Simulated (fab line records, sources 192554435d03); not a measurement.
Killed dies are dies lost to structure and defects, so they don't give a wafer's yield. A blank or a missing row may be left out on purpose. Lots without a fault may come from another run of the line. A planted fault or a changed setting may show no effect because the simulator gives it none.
Chamber matching | flow n5_finfet | N5_FIN_SAQP_SPACER1_ETCHBACK_25 on rie_diel-05: 4 sister chambers
The step etches SiO2 in CHF3/O2, target depth 24.4 nm, time 12.2 s. 7 wafers are shown with their chamber, then 7 later ones without.

WAFERS WITH THEIR CHAMBER
wafer  | chamber | throttle_valve_pct (%) | showerhead_plenum_p_Torr (Torr)
L076.2 | 1       | 18.98                  | 2.38
L082.1 | 3       | 18.91                  | 2.40
L086.1 | 0       | 18.67                  | 2.35
L086.2 | 3       | 18.94                  | 2.40
L086.3 | 2       | 19.23                  | 2.48
L088.2 | 0       | 18.68                  | 2.35
L088.3 | 2       | 19.23                  | 2.47

WAFERS WITHOUT THEIR CHAMBER
wafer  | throttle_valve_pct (%) | showerhead_plenum_p_Torr (Torr)
L088.5 | 19.25                  | 2.47
L093.1 | 18.98                  | 2.39
L093.3 | 19.26                  | 2.47
L093.6 | 18.70                  | 2.35
L096.3 | 18.64                  | 2.37
L096.4 | 18.71                  | 2.34
L096.5 | 18.67                  | 2.37

WHICH CHAMBER EACH WENT THROUGH
wafer  | from the rows above | in truth
L088.5 | 2                   | 2
L093.1 | 1                   | 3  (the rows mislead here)
L093.3 | 2                   | 2
L093.6 | 0                   | 0
L096.3 | 0                   | 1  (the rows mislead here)
L096.4 | 0                   | 0
L096.5 | 0                   | 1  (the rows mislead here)
Placed correctly: 4 of 7. Can't be placed from these rows: 0. Placed wrongly: 3.
How it was worked out, from the rows above alone: a wafer's distance from a chamber is the root of the sum, over the readings, of the square of ((its reading less the chamber's mean) divided by the reading's scatter). The wafer belongs to the nearest chamber; if the next one is less than 2 further off, it can't be placed. A chamber's mean is the mean of its shown wafers. The scatter: the root of (the sum of the squares of (reading less its chamber's mean) over the shown wafers, divided by (wafers less chambers)).
